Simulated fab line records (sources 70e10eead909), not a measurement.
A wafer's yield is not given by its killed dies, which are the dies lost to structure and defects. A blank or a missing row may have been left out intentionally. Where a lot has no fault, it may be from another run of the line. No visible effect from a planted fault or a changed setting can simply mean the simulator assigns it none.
Matching of chambers    flow nandHarc    NHARC_P_ZERO_WELL_ETCH_65 on rieDiel-02: 4 sister chambers
The step etches the open film in N2/H2, target depth 80 nm, overetch 24 nm, time 87.88 s. 7 wafers are shown with their chamber, then 7 later ones without.

## WAFERS, EACH WITH ITS CHAMBER
wafer   chamber  drypumpMotorCurrentA (A)  showerheadPlenumPTorr (Torr)
L079.4  3        5.2                       2.22
L084.6  1        5.2                       2.21
L086.1  0        5.3                       2.13
L086.2  3        5.2                       2.21
L086.5  0        5.3                       2.13
L088.1  2        6.0                       2.04
L088.5  1        5.3                       2.20

## WAFERS MISSING THEIR CHAMBER
wafer   drypumpMotorCurrentA (A)  showerheadPlenumPTorr (Torr)
L088.6  6.0                       2.04
L091.1  5.2                       2.20
L091.2  6.0                       2.04
L091.3  5.2                       2.12
L097.2  5.9                       2.03
L097.5  5.2                       2.20
L097.6  5.3                       2.12

## THE CHAMBER EACH PASSED THROUGH
wafer   from the rows above      in truth
L088.6  2                        2
L091.1  can't be placed: 1 or 3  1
L091.2  2                        2
L091.3  0                        0
L097.2  2                        2
L097.5  can't be placed: 1 or 3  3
L097.6  0                        0
Placed correctly: 5 of 7. Not placeable from these rows: 2 (in 2, the candidates include the true chamber). Number placed wrongly: 0.
How it was worked out, from the rows above alone: a wafer's distance from a chamber is the root of the sum, over the readings, of the square of ((its reading less the chamber's mean) divided by the reading's scatter). If the next closest chamber is less than 2 further off than the closest, the wafer can't be placed; otherwise it belongs to the closest. A chamber's mean is the mean of its shown wafers. The scatter is the square root of a quotient: the sum, over the shown wafers, of each reading's squared deviation from its chamber's mean, divided by wafers minus chambers.
